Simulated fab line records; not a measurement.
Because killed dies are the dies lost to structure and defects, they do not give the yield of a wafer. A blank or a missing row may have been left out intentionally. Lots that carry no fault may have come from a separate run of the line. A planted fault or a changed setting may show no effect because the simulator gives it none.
Which tool did it?	flow nand-harc	36 wafers from 12 lots sampled at 3 of the route's 1302 steps

== WHAT THE GAUGES READ, wafer by wafer ==
NHARC_P_GATE_CD_MEAS_91: the cd target is 2000 nm.
lot	measured	on	cd-nm (nm)
L075	day 6 03:28	cd-sem-03	1997.4 1998.2 1999.9
L077	day 6 22:35	cd-sem-03	1997.0 1997.9 2000.5
L079	day 7 22:44	cd-sem-01	2000.6 2000.4 1998.1
L081	day 8 12:09	cd-sem-03	2000.8 2000.3 2004.3
L083	day 9 12:49	cd-sem-01	2004.8 2002.2 2002.2
L085	day 10 06:12	cd-sem-02	2000.1 2001.1 1998.2
L087	day 11 00:29	cd-sem-03	2002.2 2002.4 2000.1
L089	day 11 20:42	cd-sem-02	2001.2 1998.2 1999.3
L091	day 12 17:37	cd-sem-02	2000.5 2000.5 2001.0
L093	day 13 10:38	cd-sem-03	2000.6 2002.6 2000.4
L095	day 14 05:34	cd-sem-01	2001.6 1999.9 1999.8
L097	day 15 10:29	cd-sem-02	1997.3 1998.2 1999.0

== EACH LOT AND THE TOOL THAT RAN IT (in order: tool; ch and the chambers of the sampled wafers; start) ==
lot	NHARC_P_GATE_ETCHBACK_37	NHARC_P_GATE_STRIP_101
L075	rie-diel-02 ch 0,1,2, day 5 23:18 or earlier	rie-diel-02 ch 1,2, day 5 23:18
L077	rie-diel-04 ch 0,2,3, day 6 18:26 or earlier	rie-diel-04 ch 0,3, day 6 18:26
L079	rie-diel-12 ch 1,2, day 7 18:08 or earlier	rie-diel-12 ch 0,2,3, day 7 18:08
L081	rie-diel-04 ch 0,1,2, day 8 07:53 or earlier	rie-diel-04 ch 0,2,3, day 8 07:53
L083	rie-diel-04 ch 0,3, day 9 08:40 or earlier	rie-diel-04 ch 0,2,3, day 9 08:40
L085	rie-diel-04 ch 1,2, day 10 01:49 or earlier	rie-diel-04 ch 0,1,2, day 10 01:49
L087	rie-diel-02 ch 1,3, day 10 20:11 or earlier	rie-diel-02 ch 0,1,2, day 10 20:11
L089	rie-diel-02 ch 0,1,2, day 11 15:56 or earlier	rie-diel-02 ch 0,2,3, day 11 15:56
L091	rie-diel-04 ch 0,2,3, day 12 13:21 or earlier	rie-diel-04 ch 1,2,3, day 12 13:21
L093	rie-diel-02 ch 0,1, day 13 06:14 or earlier	rie-diel-02 ch 0,3, day 13 06:14
L095	rie-diel-04 ch 0,2,3, day 14 01:07 or earlier	rie-diel-04 ch 0,1,2, day 14 01:07
L097	rie-diel-04 ch 0,1,3, day 15 06:13 or earlier	rie-diel-04 ch 1,3, day 15 06:13
- NHARC_P_GATE_ETCHBACK_37: etches the open film in CHF3/O2, target depth 34.5 nm, time 17.2 s.
- NHARC_P_GATE_STRIP_101: strips in O2, time 20 s.

== THE ANSWER, worked out from the rows above alone ==
Rule: the lots themselves supply what counts as usual. The widest of any qualifying gaps counts: lots, ordered by their means at a reading, are off when they make up no more than a third of the lots, leave a main group of 4 or more, and stand apart from it by 3 or more times the standard deviation of that group's means. A main group is skipped when, at the precision printed for the reading in the tables above, its means are all equal. Also off: a lot with no number at a reading for which 4 or more lots have one. Where the step has rows for the other lots, those lots are counted as sound.
None of the lots is off at any reading shown; this tells nothing.

== WHAT THE SIMULATOR PUT IN ==
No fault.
